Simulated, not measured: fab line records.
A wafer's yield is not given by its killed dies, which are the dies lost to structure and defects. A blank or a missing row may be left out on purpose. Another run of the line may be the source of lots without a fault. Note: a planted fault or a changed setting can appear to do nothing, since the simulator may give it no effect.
fab line records -- flow n5_finfet
record: lots: 11, wafers: 33, last_day: 17
route steps=1938 shown BEOL_M4@1096 BEOL_M5@1112
lots that met no fault: taken from a fault-free run of the same line
start_h: hours from the record's first day to the start of the lot's first wafer shown -- wait_h: time in hours since the lot's previous step -- " repeats the value in the row above -- L1.1+2: a row that stands for several wafers -- - no value present, or no start provided -- * or withheld: withheld -- < > ~ a bound
route shown NAME@n: names a module that has steps shown in the file, with the first one's number in the route -- usual: mean/standard deviation of fault-free wafers -- same: alike in all rows -- chamber/n: place in a boat -- sites: each site's reading -- _std_site: standard deviation across them -- _edge_site: outer sites' mean less inner sites' -- radius_mm: for every site, how far away it sits from the centre of the wafer -- mask NAME#n: copy n -- behind: tool/chamber where the wafer was last shaped -- hold: why the lot went on hold/how many hours it stayed there/how the hold came to an end -- device: whichever transistor did not switch (one of n, p or np) -- end of line: at the end of the route, the tests of the same wafers -- a step without rows: its recipe alone -- killed: count of dies lost to structure and defects at first sort (not the wafer's yield) -- map: a wafer's dies, x killed, . not, _ none there
set.NAME: setting as actually run; set.NAME@STEP: the setting as run at that earlier step -- model.NAME: the simulator's own value behind a step, which no gauge read
steps of the route over a sample of lots; a table a step, a row a wafer
services: when a tool's chamber went out of use (start_h, in hours from the record's first day, below 0 if earlier), for how many hours, and the reason
== steps ==
step: N5_BEOL_M4_SPUTTER_92
recipe: material: Cu, target_thk_a: 45, temp_c: -20, chamber_pressure_pa: 0.07, power_w: withheld, time_s: 8.29
usual: substrate_temp_c: -20.00/0.11, susceptor_temp_C: -20.00/0.11, throttle_valve_pct: 30.3/0.89
lot.wafer,tool,chamber,start_h,wait_h,substrate_temp_c,susceptor_temp_C,throttle_valve_pct
L593.4,pvd_sputter-02,-,168.03,0.1,-20.05,-19.99,31.6
L593.5,pvd_sputter-02,-,168.03,0.1,-20.07,-20.15,30.5
L593.6,pvd_sputter-02,-,168.03,0.1,-20.16,-19.98,31.6
L596.1,pvd_sputter-02,-,177.58,0.1,-20.13,-20.12,30.2
L596.2,pvd_sputter-02,-,177.58,0.1,-19.87,-20.03,30.7
L596.6,pvd_sputter-02,-,177.58,0.1,-19.94,-20.07,30.0
L600.3,pvd_sputter-02,-,212.13,0.1,-20.06,-19.99,31.0
L600.5,pvd_sputter-02,-,212.13,0.1,-19.88,-19.97,30.9
L600.6,pvd_sputter-02,-,212.13,0.1,-20.03,-20.06,29.9
L602.3,pvd_sputter-01,-,212.36,0.1,-20.10,-20.00,30.5
L602.4,pvd_sputter-01,-,212.36,0.1,-20.18,-19.87,28.8
L602.5,pvd_sputter-01,-,212.36,0.1,-20.01,-19.85,29.5
L599.1,pvd_sputter-03,-,219.74,0.1,-20.00,-19.98,28.8
L599.5,pvd_sputter-03,-,219.74,0.1,-19.92,-20.05,28.8
L599.6,pvd_sputter-03,-,219.74,0.1,-19.84,-20.17,29.8
L604.3,pvd_sputter-03,-,233.63,0.1,-20.06,-20.03,30.8
L604.4,pvd_sputter-03,-,233.63,0.1,-19.82,-19.93,28.9
L604.5,pvd_sputter-03,-,233.63,0.1,-19.94,-20.06,31.9
L605.1,pvd_sputter-02,-,235.13,0.1,-19.93,-20.04,30.0
L605.2,pvd_sputter-02,-,235.13,0.1,-19.89,-20.06,31.5
L605.5,pvd_sputter-02,-,235.13,0.1,-20.00,-19.99,31.6
L606.1,pvd_sputter-03,-,242.79,0.1,-20.15,-20.08,31.6
L606.2,pvd_sputter-03,-,242.79,0.1,-19.91,-19.91,29.8
L606.3,pvd_sputter-03,-,242.79,0.1,-19.86,-20.23,30.8
L607.1,pvd_sputter-02,-,244.88,0.1,-20.12,-19.93,29.9
L607.2,pvd_sputter-02,-,244.88,0.1,-20.05,-19.88,31.0
L607.6,pvd_sputter-02,-,244.88,0.1,-20.11,-20.04,31.8
L615.1,pvd_sputter-03,-,294.54,0.1,-20.07,-20.27,29.2
L615.2,pvd_sputter-03,-,294.54,0.1,-19.88,-20.00,31.6
L615.5,pvd_sputter-03,-,294.54,0.1,-19.90,-20.13,31.9
L616.2,pvd_sputter-02,-,300.70,0.1,-20.01,-19.90,30.6
L616.3,pvd_sputter-02,-,300.70,0.1,-19.85,-19.97,31.4
L616.4,pvd_sputter-02,-,300.70,0.1,-20.08,-20.12,29.7
step: N5_BEOL_M4_ANNEAL_51
recipe: temp_c: 225, time_s: 90, ambient: N2
usual: anneal_temp_c: 225.00/0.16, wafer_temp_C_max: 226.0/0.34
lot.wafer,tool,chamber,start_h,wait_h,anneal_temp_c,wafer_temp_C_max
L593.4,rtp_anneal-02,0,168.81,0.2,225.01,226.5
L593.5,rtp_anneal-02,0,168.81,0.2,225.08,226.6
L593.6,rtp_anneal-02,0,168.81,0.2,225.11,226.5
L596.1,rtp_anneal-02,0,178.21,0.1,225.02,226.4
L596.2,rtp_anneal-02,0,178.21,0.1,225.02,226.2
L596.6,rtp_anneal-02,0,178.21,0.1,225.00,226.2
L600.3,rtp_anneal-02,0,212.86,0.1,225.04,226.7
L600.5,rtp_anneal-02,0,212.86,0.1,224.95,225.9
L600.6,rtp_anneal-02,0,212.86,0.1,224.90,226.4
L602.3,rtp_anneal-01,0,213.08,0.1,225.26,225.9
L602.4,rtp_anneal-01,0,213.08,0.1,225.18,226.0
L602.5,rtp_anneal-01,0,213.08,0.1,225.39,225.9
L599.1,rtp_anneal-01,0,220.38,0.1,224.91,225.6
L599.5,rtp_anneal-01,0,220.38,0.1,225.31,226.3
L599.6,rtp_anneal-01,0,220.38,0.1,224.95,225.7
L604.3,rtp_anneal-01,0,234.38,0.1,225.02,225.8
L604.4,rtp_anneal-01,0,234.38,0.1,224.94,226.2
L604.5,rtp_anneal-01,0,234.38,0.1,225.04,225.9
L605.1,rtp_anneal-01,0,235.77,0.1,224.62,226.0
L605.2,rtp_anneal-01,0,235.77,0.1,224.77,225.6
L605.5,rtp_anneal-01,0,235.77,0.1,224.74,226.1
L606.1,rtp_anneal-02,0,243.43,0.1,224.70,226.0
L606.2,rtp_anneal-02,0,243.43,0.1,224.95,226.1
L606.3,rtp_anneal-02,0,243.43,0.1,225.19,226.4
L607.1,rtp_anneal-01,0,245.52,0.1,224.96,225.7
L607.2,rtp_anneal-01,0,245.52,0.1,225.08,225.8
L607.6,rtp_anneal-01,0,245.52,0.1,225.04,225.6
L615.1,rtp_anneal-01,0,295.17,0.1,224.90,225.9
L615.2,rtp_anneal-01,0,295.17,0.1,225.17,225.6
L615.5,rtp_anneal-01,0,295.17,0.1,225.07,225.5
L616.2,rtp_anneal-01,0,301.38,0.1,224.94,225.8
L616.3,rtp_anneal-01,0,301.38,0.1,224.75,225.9
L616.4,rtp_anneal-01,0,301.38,0.1,224.78,225.8
step: N5_BEOL_M4_THK_MEAS_53
recipe: thk_meas_gauge: xrf, reads: Cu_of_BEOL_M4_ECD_50
usual: M4_THK: 39.8/1.3
lot.wafer,tool,chamber,start_h,wait_h,M4_THK[nm]
L593.4,film_metro-02,-,169.26,-,40.0
L593.5,film_metro-02,-,169.26,-,40.2
L593.6,film_metro-02,-,169.26,-,40.3
L596.1,film_metro-02,-,178.80,-,37.5
L596.2,film_metro-02,-,178.80,-,37.9
L596.6,film_metro-02,-,178.80,-,38.1
L600.3,film_metro-01,-,213.42,-,38.7
L600.5,film_metro-01,-,213.42,-,38.7
L600.6,film_metro-01,-,213.42,-,39.6
L602.3,film_metro-02,-,213.59,-,41.3
L602.4,film_metro-02,-,213.59,-,41.9
L602.5,film_metro-02,-,213.59,-,41.4
L599.1,film_metro-01,-,220.99,-,41.4
L599.5,film_metro-01,-,220.99,-,40.9
L599.6,film_metro-01,-,220.99,-,41.7
L604.3,film_metro-01,-,235.72,-,40.9
L604.4,film_metro-01,-,235.72,-,39.9
L604.5,film_metro-01,-,235.72,-,40.6
L605.1,film_metro-02,-,236.36,-,39.8
L605.2,film_metro-02,-,236.36,-,39.8
L605.5,film_metro-02,-,236.36,-,39.7
L606.1,film_metro-01,-,244.09,-,40.0
L606.2,film_metro-01,-,244.09,-,39.5
L606.3,film_metro-01,-,244.09,-,40.0
L607.1,film_metro-01,-,246.11,-,39.3
L607.2,film_metro-01,-,246.11,-,39.1
L607.6,film_metro-01,-,246.11,-,38.0
L615.1,film_metro-02,-,295.76,-,40.9
L615.2,film_metro-02,-,295.76,-,41.6
L615.5,film_metro-02,-,295.76,-,41.3
L616.2,film_metro-01,-,301.93,-,39.0
L616.3,film_metro-01,-,301.93,-,40.4
L616.4,film_metro-01,-,301.93,-,38.3
step: N5_BEOL_M5_ILD_DEP_00
recipe: material: SiCOH_lowk, target_thk_a: 1406.4, temp_c: 300, precursor: DEMS/porogen, pressure_torr: 5, rf_w: 500, time_s: 25.9
usual: chamber_pressure_Torr: 5.001/0.011, heater_power_w: 304/67, showerhead_plenum_p_Torr: 5.733/0.016, susceptor_temp_C: 299.98/0.16, throttle_valve_pct: 13.8/0.4
lot.wafer,tool,chamber,start_h,wait_h,chamber_pressure_Torr,heater_power_w,showerhead_plenum_p_Torr,since_wet_clean_h,susceptor_temp_C,throttle_valve_pct
L593.4,pecvd-02,1,170.58,0.4,4.996,315,5.714,-,299.93,13.5
L593.5,pecvd-02,0,170.58,0.4,5.009,263,5.749,-,299.87,13.9
L593.6,pecvd-02,2,170.58,0.4,4.991,355,5.742,-,299.99,13.3
L596.1,pecvd-04,0,180.08,0.8,4.979,295,5.740,1246,300.06,14.6
L596.2,pecvd-04,2,180.08,0.8,5.011,222,5.765,492,299.77,13.4
L596.6,pecvd-04,0,180.08,0.8,4.989,294,5.722,-,300.16,14.5
L600.3,pecvd-01,0,214.72,0.5,4.997,233,5.712,1100,300.00,14.0
L600.5,pecvd-01,0,214.72,0.5,5.003,236,5.730,-,300.22,14.0
L600.6,pecvd-01,2,214.72,0.5,4.978,193,5.725,-,299.99,13.8
L602.3,pecvd-02,1,214.86,0.5,5.011,304,5.706,1644,299.99,13.4
L602.4,pecvd-02,0,214.86,0.5,5.000,234,5.754,-,300.15,14.4
L602.5,pecvd-02,1,214.86,0.5,5.001,310,5.719,-,300.08,13.2
L599.1,pecvd-02,2,222.29,0.8,5.017,384,5.740,143,299.76,13.2
L599.5,pecvd-02,0,222.29,0.8,4.996,257,5.736,-,299.99,14.0
L599.6,pecvd-02,2,222.29,0.8,5.024,387,5.762,-,299.80,13.3
L604.3,pecvd-02,1,237.00,0.5,4.982,256,5.707,1666,300.19,13.7
L604.4,pecvd-02,1,237.00,0.5,4.990,265,5.717,-,299.97,13.4
L604.5,pecvd-02,2,237.00,0.5,4.990,439,5.733,-,299.70,13.4
L605.1,pecvd-02,1,237.70,0.8,5.015,253,5.714,1667,289.82,13.5
L605.2,pecvd-02,0,237.70,0.8,5.023,243,5.755,942,290.09,14.1
L605.5,pecvd-02,1,237.70,0.8,4.979,252,5.706,-,289.76,13.2
L606.1,pecvd-04,1,245.36,0.8,5.002,350,5.706,2037,299.66,14.0
L606.2,pecvd-04,2,245.36,0.8,5.015,205,5.759,558,300.02,13.3
L606.3,pecvd-04,0,245.36,0.8,4.990,294,5.731,1312,300.10,14.5
L607.1,pecvd-02,1,247.38,0.8,5.018,277,5.719,1676,290.12,13.7
L607.2,pecvd-02,0,247.38,0.8,4.987,243,5.747,951,289.99,14.0
L607.6,pecvd-02,0,247.38,0.8,5.001,196,5.740,-,290.12,13.8
L615.1,pecvd-04,0,297.05,0.8,5.017,332,5.738,1363,299.67,14.4
L615.2,pecvd-04,1,297.05,0.8,4.992,391,5.741,2088,300.10,13.8
L615.5,pecvd-04,1,297.05,0.8,5.008,386,5.710,-,300.28,14.0
L616.2,pecvd-04,2,303.20,0.7,4.998,251,5.762,616,299.85,13.7
L616.3,pecvd-04,0,303.20,0.7,4.997,306,5.736,1370,300.30,14.5
L616.4,pecvd-04,0,303.20,0.7,5.003,310,5.734,-,300.19,14.5
step: N5_BEOL_M5_THK_MEAS_01
recipe: reads: SiCOH_lowk_of_BEOL_M5_ILD_DEP_00
usual: M5_ILD_THK: 121.2/1.3
lot.wafer,tool,chamber,start_h,wait_h,M5_ILD_THK[nm]
L593.4,film_metro-01,-,171.14,0.2,123.7
L593.5,film_metro-01,-,171.14,0.2,122.4
L593.6,film_metro-01,-,171.14,0.2,124.3
L596.1,film_metro-01,-,181.12,0.4,119.3
L596.2,film_metro-01,-,181.12,0.4,120.7
L596.6,film_metro-01,-,181.12,0.4,122.2
L600.3,film_metro-01,-,215.29,0.3,121.2
L600.5,film_metro-01,-,215.29,0.3,120.9
L600.6,film_metro-01,-,215.29,0.3,121.5
L602.3,film_metro-02,-,215.89,0.3,120.6
L602.4,film_metro-02,-,215.89,0.3,121.5
L602.5,film_metro-02,-,215.89,0.3,123.2
L599.1,film_metro-02,-,223.25,0.4,121.4
L599.5,film_metro-02,-,223.25,0.4,121.1
L599.6,film_metro-02,-,223.25,0.4,122.3
L604.3,film_metro-02,-,237.92,0.3,120.0
L604.4,film_metro-02,-,237.92,0.3,122.2
L604.5,film_metro-02,-,237.92,0.3,123.3
L605.1,film_metro-02,-,238.40,0.4,126.6
L605.2,film_metro-02,-,238.40,0.4,125.1
L605.5,film_metro-02,-,238.40,0.4,129.0
L606.1,film_metro-01,-,245.93,0.4,120.9
L606.2,film_metro-01,-,245.93,0.4,120.7
L606.3,film_metro-01,-,245.93,0.4,122.1
L607.1,film_metro-02,-,247.97,0.4,127.1
L607.2,film_metro-02,-,247.97,0.4,125.5
L607.6,film_metro-02,-,247.97,0.4,128.7
L615.1,film_metro-01,-,297.62,0.4,120.0
L615.2,film_metro-01,-,297.62,0.4,120.5
L615.5,film_metro-01,-,297.62,0.4,122.5
L616.2,film_metro-02,-,303.77,0.4,118.5
L616.3,film_metro-02,-,303.77,0.4,120.4
L616.4,film_metro-02,-,303.77,0.4,120.1
== services ==
tool,chamber,start_h,hours,kind
pecvd-01,2,162.26,5.5,scheduled_down
pecvd-02,-,198.18,2.8,pm
pecvd-01,-,217.42,3.1,repair
pecvd-02,1,254.24,5.4,repair
== key ==
first_sign: step: N5_BEOL_M5_ILD_DEP_00, reading: susceptor_temp_C, direction: down, sigmas: 63, usual: *, struck: *
effect: step: N5_BEOL_M5_THK_MEAS_01, reading: M5_ILD_THK, direction: up, sigmas: 4.4, usual: 121.2, struck: 127.0
met_at N5_BEOL_M5_ILD_DEP_00
struck_lots L605,L607
not_acting_at N5_BEOL_M4_SPUTTER_92,N5_BEOL_M4_ANNEAL_51,N5_BEOL_M4_THK_MEAS_53
onset_between 237.00 237.70
fault: kind: process_parameter_drift, tool: pecvd-02, chamber: -, onset_h: 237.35, steps: N5_BEOL_M5_ILD_DEP_00, channel: temp_c, offset: *, shape: step, end_h: 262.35, acts_in: *, stated: *
